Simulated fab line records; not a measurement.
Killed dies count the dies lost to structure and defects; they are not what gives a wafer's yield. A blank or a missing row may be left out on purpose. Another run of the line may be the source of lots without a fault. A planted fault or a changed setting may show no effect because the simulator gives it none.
A lot that was struck, set against a sound lot :: flow n5_finfet :: 13 out of 1938 route steps
Sound: the wafers L552.1, L552.2, L552.5. Struck: wafer L562.6 (left out: L562.5, a lot-mate that was not struck); the cause follows at the end.
Order at every step that has rows: each side's tool, ch and its chambers, its first start. Under that, the readings that differ: sound wafers :: struck wafers :: difference of the means :: sigmas: that difference in standard deviations of wafers without a fault.
alike: a reading whose means differ by less than 2 such deviations, as well as words and numbers matching on both sides. not compared: withheld readings; readings where some wafer has no value; bounds like >300 that might hide an equal value; numbers whose values overlap and for which the record gives no deviation.
Wherever a step has rows on one side only, a row that says differs or no value, or a row with sigmas, the two part there. Numbers that have no deviation but don't overlap get no sigmas and don't part them. A reading that every wafer of one side lacks parts them only if that side has two wafers or more.

N5_SD_ACTIVATION_INSPECT_02: inspects for defects (darkfield).
  sound on defect_inspect-01, day 4 20:43; struck on defect_inspect-01, day 7 08:59
  alike: raw_defect_count
N5_ILD0_LINER_00: material SiNx, target thk 4 nm, pulse time 1 s, purge time 2 s.
  sound on ald_sin-02 ch 0,1,2, day 4 20:49; struck on ald_sin-01 ch 2, day 7 09:13
reading: precursor_pulse_height_rel
sound: 1.008 1.028 1.026
struck: 0.966
difference: -0.055
sigmas: -3
  alike: chamber_pressure_Torr, heater_power_w
then, 2 steps without rows for these wafers: N5_ILD0_FCVD_FILL_01 (material SiO2 flowable, target thk 200 nm, time 328.3 s); N5_ILD0_CURE_02 (time 1800 s).
N5_ILD0_CMP_03: polishes, stops on SiNx, t overpolish 1.9 s, target thk 197.38 nm.
  sound on cmp-03 ch 2,3, day 4 23:13; struck on cmp-04 ch 2, day 7 11:32
  alike: motor_current_A, overpolish_run_s, time_to_endpoint_s
  not compared: pad_life_wafers
N5_ILD0_THK_MEAS_04:
  sound on film_metro-02, day 4 23:28; struck on film_metro-02, day 7 11:41
reading: thk_nm (nm)
sound: 199.7 199.0 199.8
struck: 196.8
difference: -2.7
sigmas: -3
N5_ILD0_CMP_07: polishes SiO2 flowable, stops on poly-Si, t overpolish 1.18 s, target thk 138.88 nm.
  sound on cmp-03 ch 0,2, day 4 23:30; struck on cmp-04 ch 3, day 7 11:52
  alike: motor_current_A
  not compared: pad_life_wafers
N5_ILD0_THK_MEAS_08:
  sound on film_metro-02, day 4 23:48; struck on film_metro-02, day 7 12:01
  alike: thk_nm
then, 1 step without rows for these wafers: N5_ILD0_PRECLEAN_10 (cleans in NF3:NH3, afs cycles 5, time 20 s, sublimation time 60 s).
N5_ILD0_ALD_15: deposits SiNx, target thk 24 nm, pulse time 1 s, ald cycles 480.
  sound on ald_sin-02 ch 1,2,3, day 5 00:38; struck on ald_sin-01 ch 1, day 7 13:49
  alike: chamber_pressure_Torr, heater_power_w, precursor_pulse_height_rel
N5_ILD0_CMP_12: polishes SiNx, stops on poly-Si, t overpolish 6 s, target thk 17.67 nm.
  sound on cmp-03 ch 0,1,3, day 5 02:58; struck on cmp-04 ch 0, day 7 15:04
reading: time_to_endpoint_s (s)
sound: 27.9 30.7 29.2
struck: 16.9
difference: -12.4
sigmas: -5
  alike: motor_current_A, overpolish_run_s
  not compared: pad_life_wafers
N5_ILD0_THK_MEAS_13:
  sound on film_metro-02, day 5 03:11; struck on film_metro-01, day 7 15:13
reading: thk_nm (nm)
sound: 19.1 18.4 19.3
struck: 15.7
difference: -3.2
sigmas: -3
N5_PASSIVATION_PROBE_49:
  rows exist in the record for the sound wafers here (prober-01, day 14 01:12), none for the struck ones

## WHERE THEY PART
At N5_ILD0_LINER_00 first; at N5_PASSIVATION_PROBE_49 last (within this record only).

WHY: what had been put in by the simulator
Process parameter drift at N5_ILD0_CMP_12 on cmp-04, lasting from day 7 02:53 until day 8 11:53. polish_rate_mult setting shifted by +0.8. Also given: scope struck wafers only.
